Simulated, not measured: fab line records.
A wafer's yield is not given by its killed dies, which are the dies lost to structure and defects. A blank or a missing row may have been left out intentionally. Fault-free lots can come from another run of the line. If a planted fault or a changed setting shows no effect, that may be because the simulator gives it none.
fab line records    flow n5-finfet
record: lots: 9  wafers: 27  last-day: 18
route steps=1938 shown MOL_CONTACT_COAG@527 BEOL_M4@1111 PASSIVATION@1936
lots with no fault: from the same line, run without faults
start-h: the number of hours between the record's first day and the start of the first shown wafer of the lot    wait-h: hours from the lot's prior step to this one    " identical to the entry in the row above    L1.1+2: one row covering several wafers at once    - no value, or no start given    * or withheld: withheld    < > ~ a bound
route shown NAME@n: NAME is a module with steps in the file, n the number in the route of the first one    usual: average and standard deviation across the fault-free wafers    same: alike in all rows    chamber/n: place in a boat    sites: readings site by site    _std_site: the values' standard deviation    _edge_site: mean of outer sites minus mean of inner sites    radius-mm: how far each site lies from the wafer's centre    mask NAME#n: copy n    behind: the last tool/chamber to shape the wafer    hold: reason for holding the lot/hours on hold/outcome of the hold    device: transistor that didn't switch, given as n, p or np    end of line: at the end of the route, the tests of the same wafers    where a step has no rows: the recipe by itself    killed: dies that structure and defects cost at the first sort, which is not the same as the wafer's yield    map: per-die view of a wafer (x killed, . not killed, _ where there is no die)
set.NAME: the run value of the setting; set.NAME@STEP: its run value at that earlier step    model.NAME: the simulator's own value behind a step, which no gauge read
route steps across a sampled set of lots; one table per step, one row per wafer
services: a tool's chamber out of use, with start hour (start-h, from the record's first day; less than 0 if before it), hours out, and reason
== steps ==
step: N5_MOL_CONTACT_COAG_OVL_MEAS_09
recipe: points-per-wafer: 522
usual: CA_OVL: -0.2/0.83
lot.wafer  tool        chamber  start-h  wait-h  CA_OVL[nm]
L516.2     overlay-02  0        91.13    0.0     -0.2
L516.5     "           0        "        "       -0.2
L516.6     "           0        "        "       -0.6
L519.1     overlay-02  0        105.57   0.0     -0.6
L519.3     "           0        "        "       -1.1
L519.6     "           0        "        "       -1.8
L524.2     overlay-01  0        141.48   0.0     -0.6
L524.5     "           0        "        "       0.0
L524.6     "           0        "        "       -0.5
L526.1     overlay-02  0        149.79   0.0     0.5
L526.3     "           0        "        "       0.6
L526.5     "           0        "        "       0.8
L528.3     overlay-01  0        160.67   0.0     -0.8
L528.5     "           0        "        "       -1.9
L528.6     "           0        "        "       -0.1
L527.3     overlay-01  0        164.84   0.0     -0.4
L527.4     "           0        "        "       0.6
L527.5     "           0        "        "       -0.7
L535.2     overlay-01  0        201.48   0.0     0.8
L535.3     "           0        "        "       0.0
L535.4     "           0        "        "       0.6
L537.4     overlay-01  0        214.35   0.0     0.4
L537.5     "           0        "        "       0.9
L537.6     "           0        "        "       -1.4
L539.1     overlay-02  0        230.82   0.0     0.4
L539.4     "           0        "        "       -0.3
L539.5     "           0        "        "       0.0
step: N5_MOL_CONTACT_COAG_DESCUM_13
recipe: chemistry: O2  time-s: 7  source-power-w: 50  bias-power-w: 20  pressure-mtorr: 20  rf-frequency-hz: 2.712e+07  temp-c: 40  resist: CAR-EUV  o2-flow-sccm: 225
usual: chamber-pressure-mTorr: 20.001/0.015  drypump-motor-current-A: 5.8/0.6  oes-product-au: 0.77/0.077  rf-vpp-V: 242.8/1.2  showerhead-plenum-p-Torr: 2.07/0.066  throttle-valve-pct: 20.40/0.21
lot.wafer  tool         chamber  start-h  wait-h  chamber-pressure-mTorr  drypump-motor-current-A  oes-product-au  rf-hours-counter-h  rf-vpp-V  showerhead-plenum-p-Torr  throttle-valve-pct
L516.2     rie-diel-01  3        91.22    0.0     19.987                  5.9                      0.70            224                 243.7     2.14                      20.29
L516.5     "            0        "        "       20.010                  6.2                      0.70            -                   239.0     1.98                      20.20
L516.6     "            1        "        "       19.971                  5.3                      0.75            -                   243.4     2.08                      20.58
L519.1     rie-diel-01  0        106.03   0.4     20.005                  6.2                      0.69            233                 242.8     1.98                      20.22
L519.3     "            1        "        "       20.013                  5.2                      0.75            148                 241.8     2.08                      20.61
L519.6     "            1        "        "       20.018                  5.3                      0.76            -                   243.3     2.08                      20.60
L524.2     rie-diel-01  0        141.57   0.0     20.015                  6.2                      0.68            245                 242.0     1.97                      20.23
L524.5     "            0        "        "       19.981                  6.2                      0.68            -                   241.2     1.97                      20.22
L524.6     "            1        "        "       19.980                  5.3                      0.74            -                   242.4     2.08                      20.60
L526.1     rie-diel-06  1        150.06   0.2     19.995                  5.8                      0.66            242                 243.5     2.16                      20.51
L526.3     "            0        "        "       19.988                  6.4                      0.75            151                 242.7     2.02                      20.66
L526.5     "            0        "        "       19.971                  6.4                      0.74            -                   241.6     2.02                      20.68
L528.3     rie-diel-01  1        160.75   0.0     20.004                  5.3                      0.73            167                 242.6     2.08                      20.64
L528.5     "            3        "        "       20.005                  5.9                      0.69            -                   245.1     2.13                      20.33
L528.6     "            1        "        "       19.990                  5.3                      0.73            -                   241.4     2.08                      20.63
L527.3     rie-diel-05  3        164.92   0.0     20.023                  6.7                      0.73            200                 241.7     1.98                      20.56
L527.4     "            0        "        "       20.023                  5.2                      0.68            219                 243.5     2.17                      20.54
L527.5     "            0        "        "       19.978                  5.3                      0.67            -                   243.9     2.17                      20.55
L535.2     rie-diel-05  2        201.57   0.0     20.019                  5.6                      0.77            146                 244.9     2.10                      20.46
L535.3     "            1        "        "       19.996                  5.9                      0.82            75                  242.9     2.05                      20.59
L535.4     "            3        "        "       20.001                  6.7                      0.71            212                 242.1     1.97                      20.58
L537.4     rie-diel-06  0        215.20   0.8     19.991                  6.4                      0.72            174                 242.6     2.01                      20.70
L537.5     "            3        "        "       20.015                  4.8                      0.75            -                   243.0     2.00                      20.30
L537.6     "            0        "        "       20.003                  6.4                      0.72            -                   241.5     2.01                      20.71
L539.1     rie-diel-06  1        230.92   0.0     20.016                  5.8                      0.95            5                   241.4     2.15                      20.17
L539.4     "            1        "        "       19.972                  5.8                      0.95            -                   244.5     2.15                      20.17
L539.5     "            3        "        "       19.966                  4.8                      0.74            -                   240.5     2.00                      20.30
step: N5_MOL_CONTACT_COAG_ETCH_110
recipe: chemistry: CF4/O2  target: Si  target-depth-a: 25  time-s: 8  pressure-mtorr: 100  source-w: 200  bias-w: 12  ion-energy-ev: 60  Ar_flow_sccm: 100  cf4-flow-sccm: 100  O2_flow_sccm: 10
usual: chamber-pressure-mTorr: 99.99/0.081  drypump-motor-current-A: 5.8/0.59  oes_f_703_au: 0.78/0.071  oes-product-au: 0.77/0.075  rf-fwd-power-W: 198.2/0.84  rf-vpp-V: 126.4/2.3  showerhead-plenum-p-Torr: 2.20/0.061  throttle-valve-pct: 10.75/0.23
lot.wafer  tool         chamber  start-h  wait-h  chamber-pressure-mTorr  drypump-motor-current-A  oes_f_703_au  oes-product-au  rf-fwd-power-W  rf-hours-counter-h  rf-vpp-V  showerhead-plenum-p-Torr  throttle-valve-pct
L516.2     rie-diel-01  3        91.49    0.0     100.06                  5.9                      0.73          0.71            199.4           224                 126.2     2.28                      10.92
L516.5     "            0        "        "       100.13                  6.2                      0.72          0.70            198.7           -                   124.4     2.11                      10.79
L516.6     "            1        "        "       99.86                   5.2                      0.78          0.76            197.1           -                   127.5     2.21                      10.92
L519.1     rie-diel-01  0        106.30   0.0     100.08                  6.2                      0.72          0.70            196.2           233                 124.0     2.11                      10.79
L519.3     "            1        "        "       100.00                  5.3                      0.77          0.75            197.8           148                 127.6     2.21                      10.92
L519.6     "            1        "        "       99.97                   5.2                      0.77          0.76            197.9           -                   126.8     2.21                      10.93
L524.2     rie-diel-01  0        141.85   0.0     100.04                  6.2                      0.97          0.78            244.6           245                 109.5     2.10                      10.83
L524.5     "            0        "        "       99.94                   6.2                      0.97          0.78            245.9           -                   110.1     2.10                      10.82
L524.6     "            1        "        "       100.02                  5.3                      1.05          0.85            245.4           -                   112.6     2.21                      10.96
L526.1     rie-diel-06  1        150.34   0.0     100.04                  5.8                      0.65          0.65            198.8           242                 125.8     2.27                      10.96
L526.3     "            0        "        "       99.96                   6.4                      0.77          0.75            196.5           151                 123.0     2.14                      10.93
L526.5     "            0        "        "       100.18                  6.4                      0.77          0.75            197.2           -                   121.7     2.14                      10.92
L528.3     rie-diel-01  1        161.02   0.0     99.90                   5.3                      1.03          0.84            245.7           167                 110.9     2.21                      11.00
L528.5     "            3        "        "       99.87                   5.9                      0.97          0.79            246.3           -                   109.0     2.27                      11.01
L528.6     "            1        "        "       100.02                  5.3                      1.03          0.84            244.9           -                   113.0     2.21                      11.00
L527.3     rie-diel-05  3        165.20   0.0     100.09                  6.7                      0.74          0.72            197.5           200                 123.5     2.12                      10.97
L527.4     "            0        "        "       99.95                   5.3                      0.68          0.67            198.7           220                 130.0     2.28                      10.95
L527.5     "            0        "        "       99.95                   5.3                      0.68          0.68            199.1           -                   128.9     2.28                      10.94
L535.2     rie-diel-05  2        201.85   0.0     99.91                   5.6                      0.76          0.77            198.2           146                 126.8     2.23                      10.79
L535.3     "            1        "        "       99.92                   6.0                      0.85          0.85            198.2           75                  127.3     2.16                      10.68
L535.4     "            3        "        "       99.97                   6.7                      0.73          0.71            199.0           213                 123.0     2.12                      11.02
L537.4     rie-diel-06  0        215.48   0.0     100.08                  6.4                      0.75          0.72            198.5           174                 122.4     2.13                      10.98
L537.5     "            3        "        "       100.04                  4.8                      0.80          0.76            199.4           -                   124.3     2.13                      10.69
L537.6     "            0        "        "       100.18                  6.4                      0.74          0.71            198.6           -                   123.8     2.13                      10.99
L539.1     rie-diel-06  1        231.20   0.0     100.11                  5.8                      0.92          0.92            197.3           5                   125.7     2.26                      10.26
L539.4     "            1        "        "       99.95                   5.8                      0.91          0.94            198.3           -                   126.1     2.26                      10.27
L539.5     "            3        "        "       99.97                   4.8                      0.79          0.76            199.1           -                   123.7     2.13                      10.72
step: N5_MOL_CONTACT_COAG_ANNEAL_113
recipe: temp-c: 400  time-s: 300  ambient: H2/N2
usual: lamp-power-pct: 2.65/0.09  lamp_zone_1_pct: 2.65/0.09  wafer_temp_C_max: 402.8/0.98
lot.wafer  tool           chamber  start-h  wait-h  lamp-power-pct  lamp_zone_1_pct  wafer_temp_C_max
L516.2     rtp-anneal-01  0        94.95    0.5     2.54            2.54             401.7
L516.5     "              0        "        "       2.54            2.54             402.1
L516.6     "              0        "        "       2.54            2.55             401.9
L519.1     rtp-anneal-01  0        110.11   0.3     2.54            2.54             401.6
L519.3     "              0        "        "       2.54            2.54             402.2
L519.6     "              0        "        "       2.54            2.54             401.7
L524.2     rtp-anneal-01  0        145.27   0.8     2.55            2.54             401.8
L524.5     "              0        "        "       2.54            2.54             402.3
L524.6     "              0        "        "       2.54            2.54             402.3
L526.1     rtp-anneal-02  0        154.20   0.3     2.73            2.72             403.0
L526.3     "              0        "        "       2.72            2.72             403.3
L526.5     "              0        "        "       2.73            2.72             403.7
L528.3     rtp-anneal-02  0        167.84   0.6     2.72            2.73             403.0
L528.5     "              0        "        "       2.73            2.73             403.3
L528.6     "              0        "        "       2.73            2.72             403.1
L527.3     rtp-anneal-02  0        169.37   0.6     2.73            2.72             403.9
L527.4     "              0        "        "       2.73            2.73             403.3
L527.5     "              0        "        "       2.72            2.73             402.9
L535.2     rtp-anneal-02  0        205.39   0.5     2.73            2.73             403.0
L535.3     "              0        "        "       2.72            2.72             403.2
L535.4     "              0        "        "       2.73            2.73             404.1
L537.4     rtp-anneal-01  0        219.95   0.5     2.54            2.54             401.2
L537.5     "              0        "        "       2.54            2.54             401.9
L537.6     "              0        "        "       2.54            2.55             402.5
L539.1     rtp-anneal-02  0        236.12   0.3     2.72            2.73             403.1
L539.4     "              0        "        "       2.72            2.72             402.9
L539.5     "              0        "        "       2.73            2.72             403.0
step: N5_BEOL_M4_RC_MEAS_101
usual: DIBL_N: 36.5/2  DIBL_P: 36.5/2.3  IOFF_N: 0.16/0.036  IOFF_P: 0.21/0.037  ION_N: 672/12  ION_P: 459/7.1  SS_N: 71.6/0.73  SS_P: 73.4/0.76  VT_N: 250/3.3  VT_P: -250.5/2.9
lot.wafer  tool       chamber  start-h  wait-h  DIBL_N[mV/V]  DIBL_P[mV/V]  IOFF_N[nA/um]  IOFF_P[nA/um]  ION_N[uA/um]  ION_P[uA/um]  SS_N[mV/dec]  SS_P[mV/dec]  VT_N[mV]  VT_P[mV]
L516.2     prober-02  0        182.99   0.2     31.8          34.0          0.12           0.17           671           462           71.2          72.4          252       -250.3
L516.5     "          0        "        "       33.0          34.7          0.13           0.17           659           450           70.6          72.4          254       -253.8
L516.6     "          0        "        "       34.4          37.4          0.16           0.20           675           461           70.9          73.5          250       -249.8
L519.1     prober-02  0        189.55   0.0     36.7          36.7          0.18           0.21           680           458           71.9          73.9          246       -251.4
L519.3     "          0        "        "       34.8          35.0          0.14           0.19           679           463           71.4          73.4          251       -252.9
L519.6     "          0        "        "       35.7          36.1          0.16           0.20           670           464           71.3          73.5          249       -251.7
L524.2     prober-01  0        227.04   0.2     36.7          35.7          0.15           0.18           671           459           70.9          73.6          249       -253.2
L524.5     "          0        "        "       34.2          33.3          0.12           0.16           661           451           70.6          72.8          252       -255.7
L524.6     "          0        "        "       36.2          34.5          0.14           0.16           666           449           70.7          73.2          250       -253.0
L526.1     prober-01  0        229.86   0.0     34.3          35.4          0.13           0.20           664           462           71.3          72.5          253       -249.4
L526.3     "          0        "        "       33.8          33.2          0.11           0.16           630           439           72.2          72.7          259       -255.7
L526.5     "          0        "        "       31.9          32.0          0.10           0.16           658           459           71.1          72.3          255       -251.8
L528.3     prober-01  0        257.46   0.3     38.3          36.9          0.19           0.25           685           463           71.7          74.4          245       -248.9
L528.5     "          0        "        "       39.4          37.9          0.24           0.27           694           465           72.8          74.5          243       -247.8
L528.6     "          0        "        "       38.6          37.6          0.21           0.26           680           462           72.3          74.3          247       -248.1
L527.3     prober-02  0        260.43   0.3     36.6          37.2          0.17           0.23           676           463           71.1          73.9          250       -246.2
L527.4     "          0        "        "       37.1          38.2          0.18           0.26           684           472           71.7          74.3          246       -246.0
L527.5     "          0        "        "       34.2          34.3          0.12           0.18           663           460           70.6          72.4          255       -249.6
L535.2     prober-02  0        296.75   0.2     36.0          36.4          0.16           0.20           654           452           72.2          73.7          251       -253.1
L535.3     "          0        "        "       32.4          33.5          0.12           0.16           668           463           70.2          72.5          250       -252.6
L535.4     "          0        "        "       38.2          40.1          0.22           0.26           693           474           72.2          73.2          244       -248.4
L537.4     prober-01  0        297.56   0.5     39.5          41.0          0.23           0.29           697           475           71.6          74.7          243       -246.4
L537.5     "          0        "        "       36.8          37.8          0.18           0.24           688           464           71.4          73.5          246       -246.8
L537.6     "          0        "        "       34.2          34.2          0.12           0.17           664           459           71.0          72.8          254       -250.7
L539.1     prober-01  0        332.06   0.0     38.1          40.2          0.19           0.21           671           457           71.6          75.2          249       -250.8
L539.4     "          0        "        "       39.1          40.6          0.22           0.23           682           457           72.8          74.2          246       -251.5
L539.5     "          0        "        "       38.8          41.3          0.21           0.23           675           456           72.4          74.7          248       -248.9
step: N5_PASSIVATION_PROBE_49
usual: defect-limited-yield: 91.4/1.4  killed_at_M0_to_M3: 33/11  killed_at_M4_up: 13/5.3  killed-at-contacts: 13/6.1  killed-at-front-end: 40/11  killed-at-other: 2.9/2.7  killed-dies: 102/17  killed-open: 68/13  killed-short: 32/7.5  sort_bin_4_leakage: 0.00/0.022  sort_bin_5_function: 5.1/0.98  sort_bin_6_memory: 3.2/0.69  sort_bin_8_speed: 0.1/1.1  sort-n-pass: 1077/21  sort-yield-pct: 91.3/1.7
same: gross-dies: 1180  killed-at-back-side: 0
lot.wafer  tool       chamber  start-h  wait-h  defect-limited-yield[%]  killed_at_M0_to_M3  killed_at_M4_up  killed-at-contacts  killed-at-front-end  killed-at-other  killed-dies  killed-open  killed-short  sort_bin_4_leakage[%]  sort_bin_5_function[%]  sort_bin_6_memory[%]  sort_bin_8_speed[%]  sort-n-pass  sort-yield-pct[%]
L516.2     prober-01  -        296.84   0.1     91.1                     28                  12               13                  47                   5                105          65           37            0                      5.2                     3.4                   0                    1075         91.1
L516.5     prober-01  -        296.99   0.2     91.3                     40                  11               18                  31                   3                103          56           40            0                      4.7                     2.9                   0                    1077         91.3
L516.6     prober-01  -        297.04   0.3     90.9                     37                  14               11                  44                   1                107          68           39            0                      4.9                     4.0                   0                    1073         90.9
L519.1     prober-02  -        321.67   0.0     91.8                     36                  15               8                   35                   3                97           53           42            0                      4.4                     3.7                   0                    1083         91.8
L519.3     prober-02  -        321.77   0.1     91.9                     31                  10               8                   43                   4                96           66           29            0                      5.2                     2.7                   0                    1084         91.9
L519.6     prober-02  -        321.92   0.3     90.8                     17                  17               12                  62                   1                109          67           37            0                      5.1                     3.2                   0                    1071         90.8
L526.1     prober-01  -        343.56   0.0     94.0                     18                  7                19                  25                   2                71           55           16            0                      3.8                     2.1                   0                    1109         94.0
L526.3     prober-01  -        343.66   0.1     92.2                     29                  19               11                  32                   1                92           67           24            0                      4.4                     3.3                   12.7                 938          79.5
L526.5     prober-01  -        343.76   0.2     93.6                     16                  12               13                  33                   2                76           50           25            0                      3.6                     2.5                   0                    1104         93.6
L524.2     prober-02  -        350.64   0.1     91.9                     36                  19               9                   31                   1                96           69           26            0                      4.2                     3.6                   0                    1084         91.9
L524.5     prober-02  -        350.79   0.2     92.6                     23                  11               7                   42                   4                87           60           27            0                      4.2                     3.0                   0                    1093         92.6
L524.6     prober-02  -        350.84   0.3     88.1                     44                  14               11                  71                   1                141          92           49            0                      6.4                     4.8                   0                    1039         88.1
L528.3     prober-02  -        372.43   0.1     90.9                     36                  23               9                   38                   1                107          77           30            0                      5.0                     3.8                   0                    1073         90.9
L528.5     prober-02  -        372.53   0.2     92.7                     36                  12               5                   29                   4                86           53           31            0                      4.7                     2.5                   0                    1094         92.7
L528.6     prober-02  -        372.58   0.3     91.4                     23                  20               5                   52                   1                101          67           32            0                      5.2                     3.2                   0                    1079         91.4
L527.4     prober-02  -        390.43   0.2     92.5                     28                  7                13                  36                   4                88           57           31            0                      3.9                     3.2                   0                    1092         92.5
L527.5     prober-02  -        390.48   0.2     90.9                     39                  12               10                  41                   5                107          75           30            0                      5.3                     3.5                   0                    1073         90.9
L537.4     prober-02  -        411.35   0.2     91.0                     30                  16               13                  43                   4                106          72           33            0.08                   6.4                     2.3                   0                    1073         90.9
L537.5     prober-02  -        411.40   0.2     93.3                     36                  11               7                   24                   1                79           49           29            0                      3.5                     3.0                   0                    1101         93.3
L537.6     prober-02  -        411.45   0.3     89.5                     52                  16               9                   44                   3                124          83           40            0                      6.4                     4.0                   0                    1056         89.5
L535.2     prober-01  -        414.94   0.1     94.4                     17                  8                7                   33                   1                66           40           26            0                      2.9                     2.5                   0                    1114         94.4
L535.3     prober-01  -        414.99   0.1     90.8                     32                  13               16                  42                   6                109          72           37            0                      6.7                     2.3                   0                    1071         90.8
L535.4     prober-01  -        415.04   0.2     92.6                     29                  11               5                   38                   4                87           55           30            0                      5.3                     1.8                   0                    1093         92.6
L539.1     prober-02  -        437.13   0.0     92.2                     38                  10               6                   35                   3                92           56           36            0                      4.7                     2.7                   0                    1088         92.2
L539.4     prober-02  -        437.28   0.2     92.1                     35                  5                9                   41                   3                93           66           25            0                      5.1                     2.6                   0                    1087         92.1
L539.5     prober-02  -        437.33   0.2     91.8                     29                  12               13                  42                   1                97           63           32            0                      5.4                     2.5                   0                    1083         91.8
killed by level:class
L516.2 FIN_SAQP:geometric-particle:short=21 MOL_CONTACT_COAG:geometric-particle:open=11 FIN_SAQP:geometric-particle:open=9 BEOL_M0_SAQP:geometric-particle:open=7 BEOL_M0:geometric-particle:open=7 BEOL_M3:geometric-particle:open=5 BEOL_M4:geometric-particle:open=5 STARTING-WAFER:geometric-particle:open=5
L516.5 MOL_CONTACT_COAG:geometric-particle:open=16 FIN_SAQP:geometric-particle:short=13 BEOL_M0_SAQP:geometric-particle:open=10 BEOL_M0_SAQP:geometric-particle:short=9 BEOL_M3:geometric-particle:open=8 STARTING-WAFER:geometric-particle:short=6 HKMG_FIN:area-etch=6 BEOL_M2:geometric-particle:open=5
L516.6 FIN_SAQP:geometric-particle:short=19 FIN_SAQP:geometric-particle:open=10 MOL_CONTACT_COAG:geometric-particle:open=10 BEOL_M0_SAQP:geometric-particle:short=9 BEOL_M3:geometric-particle:open=8 BEOL_M4:geometric-particle:open=7 BEOL_M0_SAQP:geometric-particle:open=7 STI_FIN_REVEAL:geometric-particle:open=5
L519.1 STI_FIN_REVEAL:geometric-particle:open=8 MOL_CONTACT_COAG:geometric-particle:open=6 BEOL_M3:geometric-particle:open=6 BEOL_M4:geometric-particle:short=6 GATE_CUT:geometric-particle:short=5 BEOL_M0:geometric-particle:open=5 BEOL_M0_SAQP:geometric-particle:short=5 BEOL_M2:geometric-particle:short=5
L519.3 FIN_SAQP:geometric-particle:short=8 DUMMY_GATE:geometric-particle:open=8 BEOL_M3:geometric-particle:open=8 MOL_CONTACT_COAG:geometric-particle:open=7 BEOL_M0_SAQP:geometric-particle:open=6 BEOL_M1:geometric-particle:open=6 STI_FIN_REVEAL:geometric-particle:open=5 FIN_SAQP:geometric-particle:open=4
L519.6 FIN_SAQP:geometric-particle:open=11 BEOL_M4:geometric-particle:open=10 STI_FIN_REVEAL:geometric-particle:open=9 GATE_CUT:geometric-particle:short=7 MOL_CONTACT_COAG:geometric-particle:short=6 DUMMY_GATE:geometric-particle:open=6 MOL_CONTACT_COAG:geometric-particle:open=6 BEOL_M2:geometric-particle:open=6
L526.1 MOL_CONTACT_COAG:geometric-particle:open=17 BEOL_M1:geometric-particle:open=6 STI_FIN_REVEAL:geometric-particle:open=5 BEOL_M2:geometric-particle:open=5 STARTING-WAFER:geometric-particle:open=4 FIN_SAQP:geometric-particle:open=3 FIN_SAQP:geometric-particle:short=3 DUMMY_GATE:geometric-particle:open=3
L526.3 FIN_SAQP:geometric-particle:open=14 MOL_CONTACT_COAG:geometric-particle:open=9 BEOL_M5:geometric-particle:open=8 BEOL_M0_SAQP:geometric-particle:short=7 BEOL_M0_SAQP:geometric-particle:open=5 BEOL_M3:geometric-particle:open=5 FIN_SAQP:geometric-particle:short=4 BEOL_M2:geometric-particle:open=4
L526.5 FIN_SAQP:geometric-particle:short=10 MOL_CONTACT_COAG:geometric-particle:open=10 FIN_SAQP:geometric-particle:open=9 STI_FIN_REVEAL:geometric-particle:open=6 BEOL_M4:geometric-particle:open=6 BEOL_M0_SAQP:geometric-particle:short=5 STARTING-WAFER:geometric-particle:open=3 GATE_CUT:geometric-particle:short=3
L524.2 BEOL_M4:geometric-particle:open=11 BEOL_M0_SAQP:geometric-particle:open=10 STI_FIN_REVEAL:geometric-particle:open=9 MOL_CONTACT_COAG:geometric-particle:open=8 BEOL_M0_SAQP:geometric-particle:short=7 BEOL_M3:geometric-particle:open=7 FIN_SAQP:geometric-particle:open=4 GATE_CUT:geometric-particle:short=4
L524.5 STI_FIN_REVEAL:geometric-particle:open=14 BEOL_M3:geometric-particle:open=9 FIN_SAQP:geometric-particle:short=8 MOL_CONTACT_COAG:geometric-particle:open=6 BEOL_M1:geometric-particle:open=5 BEOL_M4:geometric-particle:open=5 FIN_SAQP:geometric-particle:open=4 BEOL_M0_SAQP:geometric-particle:short=4
L524.6 STI_FIN_REVEAL:geometric-particle:open=18 FIN_SAQP:geometric-particle:open=15 FIN_SAQP:geometric-particle:short=15 BEOL_M2:geometric-particle:open=10 BEOL_M0_SAQP:geometric-particle:open=9 MOL_CONTACT_COAG:geometric-particle:open=8 BEOL_M0_SAQP:geometric-particle:short=8 BEOL_M3:geometric-particle:open=8
L528.3 BEOL_M0_SAQP:geometric-particle:open=9 BEOL_M3:geometric-particle:open=9 FIN_SAQP:geometric-particle:open=8 DUMMY_GATE:geometric-particle:open=8 MOL_CONTACT_COAG:geometric-particle:open=8 BEOL_M0_SAQP:geometric-particle:short=7 BEOL_M4:geometric-particle:open=7 STI_FIN_REVEAL:geometric-particle:open=6
L528.5 STI_FIN_REVEAL:geometric-particle:open=9 BEOL_M0_SAQP:geometric-particle:short=9 BEOL_M3:geometric-particle:open=8 BEOL_M0_SAQP:geometric-particle:open=6 DUMMY_GATE:geometric-particle:open=5 BEOL_M4:geometric-particle:open=5 STI_FIN_REVEAL:geometric-particle:short=4 BEOL_M4:geometric-particle:short=4
L528.6 FIN_SAQP:geometric-particle:open=14 STI_FIN_REVEAL:geometric-particle:open=12 BEOL_M4:geometric-particle:open=10 FIN_SAQP:geometric-particle:short=9 BEOL_M3:geometric-particle:open=4 MOL_CONTACT_COAG:geometric-particle:open=4 ILD0:geometric-particle:short=3 BEOL_M0_SAQP:geometric-particle:open=3
L527.4 BEOL_M2:geometric-particle:open=12 FIN_SAQP:geometric-particle:open=11 MOL_CONTACT_COAG:geometric-particle:open=10 GATE_CUT:geometric-particle:short=8 BEOL_M0_SAQP:geometric-particle:open=4 BEOL_M0_SAQP:geometric-particle:short=4 STARTING-WAFER:geometric-particle:short=4 STARTING-WAFER:geometric-particle:open=4
L527.5 FIN_SAQP:geometric-particle:open=12 MOL_CONTACT_COAG:geometric-particle:open=9 BEOL_M4:geometric-particle:open=9 FIN_SAQP:geometric-particle:short=8 BEOL_M2:geometric-particle:open=8 BEOL_M0_SAQP:geometric-particle:open=7 BEOL_M0_SAQP:geometric-particle:short=7 BEOL_M1:geometric-particle:open=7
L537.4 FIN_SAQP:geometric-particle:open=12 FIN_SAQP:geometric-particle:short=11 MOL_CONTACT_COAG:geometric-particle:open=9 BEOL_M4:geometric-particle:open=9 STI_FIN_REVEAL:geometric-particle:open=8 BEOL_M1:geometric-particle:open=8 BEOL_M0_SAQP:geometric-particle:open=7 DUMMY_GATE:geometric-particle:open=5
L537.5 STI_FIN_REVEAL:geometric-particle:open=10 BEOL_M3:geometric-particle:short=9 BEOL_M1:geometric-particle:open=7 MOL_CONTACT_COAG:geometric-particle:open=6 BEOL_M2:geometric-particle:open=6 BEOL_M3:geometric-particle:open=6 FIN_SAQP:geometric-particle:short=4 BEOL_M0_SAQP:geometric-particle:short=4
L537.6 FIN_SAQP:geometric-particle:open=17 BEOL_M2:geometric-particle:open=12 BEOL_M0_SAQP:geometric-particle:short=10 BEOL_M1:geometric-particle:open=9 STI_FIN_REVEAL:geometric-particle:open=8 MOL_CONTACT_COAG:geometric-particle:open=7 FIN_SAQP:geometric-particle:short=6 BEOL_M3:geometric-particle:short=6
L535.2 FIN_SAQP:geometric-particle:open=11 MOL_CONTACT_COAG:geometric-particle:open=7 BEOL_M0_SAQP:geometric-particle:short=7 FIN_SAQP:geometric-particle:short=6 STARTING-WAFER:geometric-particle:open=5 BEOL_M0:geometric-particle:open=4 STARTING-WAFER:geometric-particle:short=4 DUMMY_GATE:geometric-particle:open=2
L535.3 FIN_SAQP:geometric-particle:open=13 BEOL_M2:geometric-particle:open=12 MOL_CONTACT_COAG:geometric-particle:open=11 FIN_SAQP:geometric-particle:short=9 STI_FIN_REVEAL:geometric-particle:open=9 BEOL_M0_SAQP:geometric-particle:open=6 MOL_CONTACT_COAG:geometric-particle:short=5 BEOL_M1:geometric-particle:open=5
L535.4 FIN_SAQP:geometric-particle:open=14 FIN_SAQP:geometric-particle:short=8 BEOL_M1:geometric-particle:open=7 BEOL_M3:geometric-particle:open=6 STI_FIN_REVEAL:geometric-particle:open=5 MOL_CONTACT_COAG:geometric-particle:open=4 BEOL_M0_SAQP:geometric-particle:open=4 BEOL_M4:geometric-particle:open=4
L539.1 STI_FIN_REVEAL:geometric-particle:open=12 BEOL_M0_SAQP:geometric-particle:short=11 BEOL_M3:geometric-particle:open=10 BEOL_M0_SAQP:geometric-particle:open=7 BEOL_M4:geometric-particle:open=7 FIN_SAQP:geometric-particle:open=4 MOL_CONTACT_COAG:geometric-particle:open=4 BEOL_M1:geometric-particle:open=4
L539.4 DUMMY_GATE:geometric-particle:open=13 BEOL_M3:geometric-particle:open=12 BEOL_M1:geometric-particle:open=9 FIN_SAQP:geometric-particle:short=8 MOL_CONTACT_COAG:geometric-particle:open=8 STI_FIN_REVEAL:geometric-particle:open=6 BEOL_M0_SAQP:geometric-particle:open=5 FIN_SAQP:geometric-particle:open=3
L539.5 STI_FIN_REVEAL:geometric-particle:open=12 MOL_CONTACT_COAG:geometric-particle:open=12 FIN_SAQP:geometric-particle:short=9 BEOL_M1:geometric-particle:open=7 BEOL_M3:geometric-particle:open=6 FIN_SAQP:geometric-particle:open=5 STARTING-WAFER:geometric-particle:short=5 STI_FIN_REVEAL:geometric-particle:short=4
== services ==
tool           chamber  start-h  hours  kind
rie-diel-06    1        78.17    4.5    repair
rtp-anneal-01  -        84.26    1.1    pm
rie-diel-05    -        88.48    0.2    repair
rie-diel-05    2        106.14   16.1   repair
rie-diel-05    1        116.27   3.7    repair
rie-diel-06    2        128.59   2.3    repair
rie-diel-01    0        153.21   -      clean
rie-diel-01    0        153.21   -      consumable-replace:focus-ring
rie-diel-01    0        153.21   -      consumable-replace:showerhead
rie-diel-01    0        153.21   21.3   scheduled-down
rie-diel-01    0        153.21   21.3   vent-cycle
rie-diel-05    0        156.68   4.6    repair
rie-diel-06    0        176.57   2.9    repair
rie-diel-01    3        183.44   7.2    repair
rie-diel-01    3        190.78   -      clean
rie-diel-01    3        190.78   -      consumable-replace:esc
rie-diel-01    3        190.78   -      consumable-replace:focus-ring
rie-diel-01    3        190.78   31.4   scheduled-down
rie-diel-06    1        199.25   14.5   repair
rie-diel-06    -        209.18   0.3    repair
rie-diel-06    -        210.01   4.8    repair
rie-diel-06    1        216.20   8.8    repair
rie-diel-06    2        216.94   4.0    repair
rie-diel-06    0        227.20   14.4   repair
== key ==
first-sign: step: N5_MOL_CONTACT_COAG_ETCH_110  reading: rf-fwd-power-W  direction: up  sigmas: 56  usual: *  struck: *
effect: step: N5_MOL_CONTACT_COAG_ETCH_110  reading: rf-vpp-V  direction: down  sigmas: 6.7  usual: 126.4  struck: 110.8
met-at N5_MOL_CONTACT_COAG_ETCH_110
struck-lots L524,L528
not-acting-at N5_MOL_CONTACT_COAG_OVL_MEAS_09,N5_MOL_CONTACT_COAG_DESCUM_13,N5_MOL_CONTACT_COAG_ANNEAL_113
onset-between 106.30 141.85
fault: kind: process-parameter-drift  tool: rie-diel-01  chamber: -  onset-h: 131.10  steps: N5_MOL_CONTACT_COAG_ETCH_110  channel: source-w  offset: 48  shape: step  end-h: 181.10  acts-in: these-recipes-only  stated: 200
